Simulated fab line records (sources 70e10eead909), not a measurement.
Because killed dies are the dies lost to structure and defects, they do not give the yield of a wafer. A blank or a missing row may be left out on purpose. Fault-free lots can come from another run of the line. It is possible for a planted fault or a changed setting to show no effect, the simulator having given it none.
Code-filled problem report in 8D (eight disciplines) form + flow nand-harc + the parts of the form that need people (team, actions taken, sign-off) are left out

## 1. THE ISSUE
Mean of killed-at-periphery at NHARC_END_SORT_01: 608.8 across 4 wafers in 2 lots; on wafers with no fault it is 4.1 (standard deviation 2.8). That is +99 or more standard deviations from the usual mean.
First seen on wafer L857.1, day 33 03:14, on prober-02. At this step, 18 wafers from 6 lots have a number in the record. Rule for "out", or "out of limits": more than 4 standard deviations from the usual mean. The other wafers with a number count as sound.

## 2. WHAT IT IS AND WHAT IT IS NOT
| question                    | is                                                                                                                      | is not                                                                    |
|-----------------------------|-------------------------------------------------------------------------------------------------------------------------|---------------------------------------------------------------------------|
| which readings at this step | killed-at-periphery, defect-limited-yield, killed-dies, sort_bin_2_pct, sort-n-pass, sort-rim-yield-pct, sort-yield-pct | killed-at-array, killed-open, killed-short, sort_bin_4_pct                |
| which lots                  | L857, L858                                                                                                              | L838, L842, L846, L847                                                    |
| which wafers of those lots  | L857.1, L857.4, L858.4, L858.5                                                                                          | L857.2, L858.6                                                            |
| read on which gauges        | prober-01, prober-02                                                                                                    | -                                                                         |
| when                        | from day 33 03:14                                                                                                       | up to then (12 sound wafers); but 2 sound wafers of L857, L858 came after |

## 3. SUSPECTS, AND WHAT RULES EACH OUT
Counting: a tool at a process step up to the reading stays a suspect if it ran every lot that is out. Sound lots after the first of them don't rule it out here, since some wafers of a struck lot are sound.
- ruled out: the gauge at NHARC_END_SORT_01. The wafers that are out were read on 2 gauges (prober-01, prober-02).
- ecd-cu-02 at NHARC_P_BONDPAD_ECD_18 (material Cu, target thk 400 nm): kept. It ran every lot that is out, first L857 (day 15 21:14); its last sound lot up to then is L847 (day 11 13:10).
- cmp-01 at NHARC_THIN_TSV_CMP_21 (polishes, t overpolish 30 s, target thk 2000 nm): kept. It ran every lot that is out, first L857 (day 32 16:19); its last sound lot up to then is L846 (day 28 15:32).
Remaining after the count are ecd-cu-02 at NHARC_P_BONDPAD_ECD_18 and cmp-01 at NHARC_THIN_TSV_CMP_21.

## 4. THE CAUSE (what the simulator had put in)
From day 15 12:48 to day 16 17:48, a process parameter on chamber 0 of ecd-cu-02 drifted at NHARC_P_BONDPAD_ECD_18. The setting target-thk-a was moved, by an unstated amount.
2 suspects survive the count, and this tool is in that group.

## 5. THE CHAIN OF EFFECTS, in route order
Each row: a reading where the mean over the struck wafers with a number is more than 3 standard deviations away from the usual. Only readings for which the record gives a usual standard deviation are gone through. hours: the time from each lot's start at the first step in this table that gives one to its start at this step, as a median over the lots. sigmas: the change in usual standard deviations.
| hours | step              | reading              | usual  | on struck wafers | change | sigmas      |
|-------|-------------------|----------------------|--------|------------------|--------|-------------|
| 0     | NHARC_END_SORT_01 | defect-limited-yield | 91.6 % | 0.0              | -91.6  | -33         |
| 0     | NHARC_END_SORT_01 | killed-at-periphery  | 4.1    | 608.8            | +604.6 | +99 or more |
| 0     | NHARC_END_SORT_01 | killed-dies          | 57     | 677              | +620   | +33         |
| 0     | NHARC_END_SORT_01 | sort_bin_2_pct       | 3.0 %  | 93.5             | +90.5  | +75         |
| 0     | NHARC_END_SORT_01 | sort-n-pass          | 620    | 0                | -620   | -33         |
| 0     | NHARC_END_SORT_01 | sort-rim-yield-pct   | 91 %   | 0                | -91    | -18         |
| 0     | NHARC_END_SORT_01 | sort-yield-pct       | 91.6 % | 0.0              | -91.6  | -33         |

## 6. HOW IT WOULD HAVE BEEN CAUGHT EARLIER
Counted from the fault's start at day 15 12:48, it took 422 hours until the first out-of-limits reading at a measuring or inspecting step in this record, taken at day 33 03:14.
Each of the lots that are out, 2 in all, had begun NHARC_P_BONDPAD_ECD_18 on ecd-cu-02 no later than day 33 03:14. Holding the tool at that point would not have protected any of them.
